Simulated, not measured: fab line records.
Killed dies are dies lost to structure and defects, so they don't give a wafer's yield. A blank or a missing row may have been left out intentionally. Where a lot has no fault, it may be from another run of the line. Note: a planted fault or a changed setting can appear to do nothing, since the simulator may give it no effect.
Comparing a struck lot with a sound one :: flow n5_finfet :: 36 out of 1938 route steps
Sound: the wafers L698.1, L698.5, L698.6. Wafers L688.3, L688.4, L688.5 were the ones struck. Last of all comes the cause.
For every step that has rows: the tool of each side, followed by ch and its chambers, followed by its first start. Under that, the readings that differ: sound wafers :: struck wafers :: difference of the means :: sigmas: that difference in standard deviations of wafers without a fault.
alike: same words and numbers on both sides, and readings whose means sit less than 2 such deviations apart. not compared: any withheld reading, any reading some wafer has no value for, any bound like >300 that may hide the same value, and any number with overlapping values for which the record gives no deviation.
A row with sigmas, a row that says differs or no value, or rows on one side alone: a step with any of these is where the two part. Non-overlapping numbers with no deviation appear without sigmas and do not part them. A reading missing from all wafers of one side parts the sides only when that side holds two or more wafers.

first, 9 steps without rows for these wafers: N5_BEOL_M13_PRE_CLEAN_42 (time 30 s); N5_BEOL_M13_SPUTTER_43 (material TaN, target thk 15 nm, time 24.19 s); N5_BEOL_M13_SPUTTER_44 (material Ta, target thk 10 nm, time 16.13 s); N5_BEOL_M13_SPUTTER_45 (material Cu, target thk 80 nm, time 13.33 s); N5_BEOL_M13_ECD_47 (material Cu, target thk 936 nm); N5_BEOL_M13_ANNEAL_48 (time 90 s); N5_BEOL_M13_CMP_49 (polishes, stops on SiOC, t overpolish 17.1 s, target thk 420 nm); N5_BEOL_M13_PRE_CLEAN_52 (time 15 s); N5_BEOL_M13_DEP_53 (deposits SiCN from 3MS/NH3, target thk 50 nm, time 17.8 s).
N5_BEOL_M14_ILD_DEP_00: deposits SiO2 from TEOS/O2, target thk 1119.3 nm, time 237.4 s.
  sound on pecvd-01 ch 1,2, day 15 16:53; struck on pecvd-04 ch 1,2, day 13 00:44
reading: susceptor_temp_C (C)
sound: 400.40 400.13 400.47
struck: 403.46 403.87 403.80
difference: +3.38
sigmas: +15
  alike: heater_power_w, showerhead_plenum_p_Torr, throttle_valve_pct
  not compared: model.SiO2_of_BEOL_M14_ILD_DEP_00.thk_nm
then, 10 steps without rows for these wafers: N5_BEOL_M14_COAT_58 (time 60 s, resist thk 89 nm); N5_BEOL_M14_COAT_04 (resist thk 800 nm); N5_BEOL_M14_EBR_06; N5_BEOL_M14_SOFTBAKE_05 (time 60 s); N5_BEOL_M14_EXPOSE_07 (exposes mask V13); N5_BEOL_M14_PEB_08 (peb time 90 s); N5_BEOL_M14_DEVELOP_09 (develop time 45 s); N5_BEOL_M14_HARDBAKE_14 (time 120 s); N5_BEOL_M14_DESCUM_15 (chemistry O2, time 7.9 s); N5_BEOL_M14_ETCH_59 (etches BARC in N2/H2, target depth 89 nm, overetch 26.7 nm, time 67.9 s).
N5_BEOL_M14_VIA_ETCH_16: etches SiO2 in C4F8/O2/Ar, target depth 1231.3 nm.
  sound on rie_diel-04 ch 0,1, day 15 17:34; struck on rie_diel-06 ch 1,3, day 13 01:31
  alike: drypump_motor_current_A, oes_product_au, rf_vpp_V, showerhead_plenum_p_Torr, throttle_valve_pct
  not compared: model.etch.depth_nm
then, 13 steps without rows for these wafers: N5_BEOL_M14_STRIP_63 (strips in O2); N5_BEOL_M14_STRIP_64 (strips in O2); N5_BEOL_M14_STRIP_71 (strips in post etch residue remover, time 60 s); N5_BEOL_M14_SRD_72 (time 30 s, dry time 30 s); N5_BEOL_M14_COAT_65 (time 60 s, resist thk 450 nm); N5_BEOL_M14_COAT_66 (time 60 s, resist thk 110 nm); N5_BEOL_M14_COAT_22 (resist thk 300 nm); N5_BEOL_M14_EBR_24; N5_BEOL_M14_SOFTBAKE_23 (time 60 s); N5_BEOL_M14_EXPOSE_25 (exposes mask M14, target cd 280 nm); N5_BEOL_M14_PEB_26 (peb time 90 s); N5_BEOL_M14_DEVELOP_27 (develop time 45 s); N5_BEOL_M14_HARDBAKE_32 (time 120 s).
N5_BEOL_M14_CMP_49: polishes, stops on SiO2, t overpolish 5.2 s, target thk 560 nm.
  sound on cmp-03 ch 0,1,3, day 15 23:16; struck on cmp-01 ch 0,1,2, day 13 04:46
  alike: barrier_field_endpoint_s, motor_current_A, overpolish_run_s, retaining_ring_pressure_frac, time_to_endpoint_s
  not compared: model.SiO2_of_BEOL_M14_ILD_DEP_00.thk_nm
N5_PASSIVATION_PROBE_49:
  sound wafers here have rows in the record (prober-02, day 16 21:05); struck ones have none

## WHERE THEY PART
Earliest at N5_BEOL_M14_ILD_DEP_00; latest, in this record, at N5_PASSIVATION_PROBE_49.

WHY: what had been put in by the simulator
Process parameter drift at N5_BEOL_M14_ILD_DEP_00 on pecvd-04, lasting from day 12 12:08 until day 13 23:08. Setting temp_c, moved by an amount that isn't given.
